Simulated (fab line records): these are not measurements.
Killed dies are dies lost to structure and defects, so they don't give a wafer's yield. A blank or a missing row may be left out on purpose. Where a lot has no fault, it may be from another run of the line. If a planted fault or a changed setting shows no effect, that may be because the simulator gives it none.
Commonality check across tools + flow nandHarc + Sample size 5 lots and 15 wafers

== REASON IT WAS OPENED ==
On 2 of the 5 lots, a flag is raised at NHARC_END_SORT_01 on the reading killedAtArray. Wafers without a fault read 58, standard deviation 22.
Rule: a lot is flagged in two cases, either no wafer of it has a number, or all its wafers with numbers fall more than 4 standard deviations from that mean. The other lots count as sound.

| lot  | measured     | on        | killedAtArray, wafer by wafer | flag    |
|------|--------------|-----------|-------------------------------|---------|
| L159 | day 24 23:37 | prober-02 | 48 57 49                      |         |
| L164 | day 26 22:16 | prober-02 | 40 41 64                      |         |
| L172 | day 30 07:26 | prober-01 | 672 675 675                   | FLAGGED |
| L173 | day 30 09:10 | prober-02 | 671 666 669                   | FLAGGED |
| L175 | day 31 03:25 | prober-02 | 66 80 64                      |         |
The mean of the flagged lots' numbers is 671, +613 from the usual (+28 standard deviations).

== WHICH TOOL RAN EACH LOT ==
4 process steps preceding the reading are held in the record, out of 1302 steps in the route. Cell contents, in order: the tool; ch with the chambers the sampled wafers went through; the start.
| lot  | flag    | NHARC_A_STAIRCASE_TRIM_200                   | NHARC_A_STAIRCASE_ETCH_223                   | NHARC_A_STAIRCASE_ETCH_225                   | NHARC_A_STAIRCASE_ETCH_230        |
|------|---------|----------------------------------------------|----------------------------------------------|----------------------------------------------|-----------------------------------|
| L159 |         | rieDiel-10 ch 2,3, day 16 13:20 or earlier   | rieDiel-01 ch 0,1,2, day 16 13:20 or earlier | rieDiel-01 ch 0,1,2, day 16 13:20 or earlier | rieDiel-10 ch 1,3, day 16 13:20   |
| L164 |         | rieDiel-02 ch 1,2,3, day 18 15:53 or earlier | rieDiel-02 ch 1,2,3, day 18 15:53 or earlier | rieDiel-02 ch 1,2,3, day 18 15:53 or earlier | rieDiel-02 ch 0,1,2, day 18 15:53 |
| L172 | FLAGGED | rieDiel-02 ch 0,1,3, day 22 05:29 or earlier | rieDiel-10 ch 0,3, day 22 05:29 or earlier   | rieDiel-10 ch 0,2, day 22 05:29 or earlier   | rieDiel-01 ch 0,2,3, day 22 05:29 |
| L173 | FLAGGED | rieDiel-02 ch 0,1, day 22 03:22 or earlier   | rieDiel-01 ch 0,1,2, day 22 03:22 or earlier | rieDiel-01 ch 0,3, day 22 03:22 or earlier   | rieDiel-01 ch 0,3, day 22 03:22   |
| L175 |         | rieDiel-02 ch 1,2,3, day 23 02:41 or earlier | rieDiel-01 ch 1,2,3, day 23 02:41 or earlier | rieDiel-01 ch 0,1, day 23 02:41 or earlier   | rieDiel-02 ch 1,2,3, day 23 02:41 |
These steps, and what they do:
- NHARC_A_STAIRCASE_TRIM_200: chemistry O2, time 211.2 s.
- NHARC_A_STAIRCASE_ETCH_223: etches the open film in C4F8/O2, target depth 100 nm, time 40.5 s.
- NHARC_A_STAIRCASE_ETCH_225: etches the open film in C4F8/O2, target depth 100 nm, time 40.5 s.
- NHARC_A_STAIRCASE_ETCH_230: etches the open film in C4F8/O2, target depth 100 nm, time 40.5 s.
- NHARC_END_SORT_01

== FLAGGED OVER TOTAL, TOOL BY TOOL (the gauges that took the reading come last) ==
| step                       | tool       | lots run | flagged | share of the flagged lots | sound lots run after its first flagged lot |
|----------------------------|------------|----------|---------|---------------------------|--------------------------------------------|
| NHARC_A_STAIRCASE_TRIM_200 | rieDiel-02 | 4        | 2       | all                       | 1 (L175)                                   |
| NHARC_A_STAIRCASE_TRIM_200 | rieDiel-10 | 1        | 0       | none                      | -                                          |
| NHARC_A_STAIRCASE_ETCH_223 | rieDiel-01 | 3        | 1       | some                      | 1 (L175)                                   |
| NHARC_A_STAIRCASE_ETCH_223 | rieDiel-02 | 1        | 0       | none                      | -                                          |
| NHARC_A_STAIRCASE_ETCH_223 | rieDiel-10 | 1        | 1       | some                      | 0                                          |
| NHARC_A_STAIRCASE_ETCH_225 | rieDiel-01 | 3        | 1       | some                      | 1 (L175)                                   |
| NHARC_A_STAIRCASE_ETCH_225 | rieDiel-02 | 1        | 0       | none                      | -                                          |
| NHARC_A_STAIRCASE_ETCH_225 | rieDiel-10 | 1        | 1       | some                      | 0                                          |
| NHARC_A_STAIRCASE_ETCH_230 | rieDiel-01 | 2        | 2       | all                       | 0                                          |
| NHARC_A_STAIRCASE_ETCH_230 | rieDiel-02 | 2        | 0       | none                      | -                                          |
| NHARC_A_STAIRCASE_ETCH_230 | rieDiel-10 | 1        | 0       | none                      | -                                          |
| NHARC_END_SORT_01          | prober-01  | 1        | 1       | some                      | 0                                          |
| NHARC_END_SORT_01          | prober-02  | 4        | 1       | some                      | 1 (L175)                                   |
Because NHARC_A_STAIRCASE_TRIM_200 lacks a start for some lots, the hours and order of its lots are taken from NHARC_A_STAIRCASE_ETCH_230. Because NHARC_A_STAIRCASE_ETCH_223 lacks a start for some lots, the hours and order of its lots are taken from NHARC_A_STAIRCASE_ETCH_230. Because NHARC_A_STAIRCASE_ETCH_225 lacks a start for some lots, the hours and order of its lots are taken from NHARC_A_STAIRCASE_ETCH_230.

== WHAT IS ALLOWED BY THE TABLE ==
In 2 table rows, all flagged lots were run: rieDiel-02 (NHARC_A_STAIRCASE_TRIM_200), rieDiel-01 (NHARC_A_STAIRCASE_ETCH_230).
- rieDiel-02 at NHARC_A_STAIRCASE_TRIM_200 ran 4 lots, 2 of them flagged. Sound lots followed the first flagged one (L175) on it, something a lasting fault affecting the whole tool could not allow.
- rieDiel-01 at NHARC_A_STAIRCASE_ETCH_230 ran 2 lots, 2 of them flagged. Because this sample shows no sound lot run on it before its first flagged lot, the start cannot be pinned down more closely. Its own readings lie more than 4 standard deviations out on every wafer of the flagged lots: oesProductAu, rfFwdPowerW.
One tool is left: rieDiel-01 at NHARC_A_STAIRCASE_ETCH_230.

== WHAT WAS PUT IN BY THE SIMULATOR ==
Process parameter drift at NHARC_A_STAIRCASE_ETCH_230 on rieDiel-01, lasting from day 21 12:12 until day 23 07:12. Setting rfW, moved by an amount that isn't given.
Lots struck among those shown: L172, L173. Same finding as the rule above.
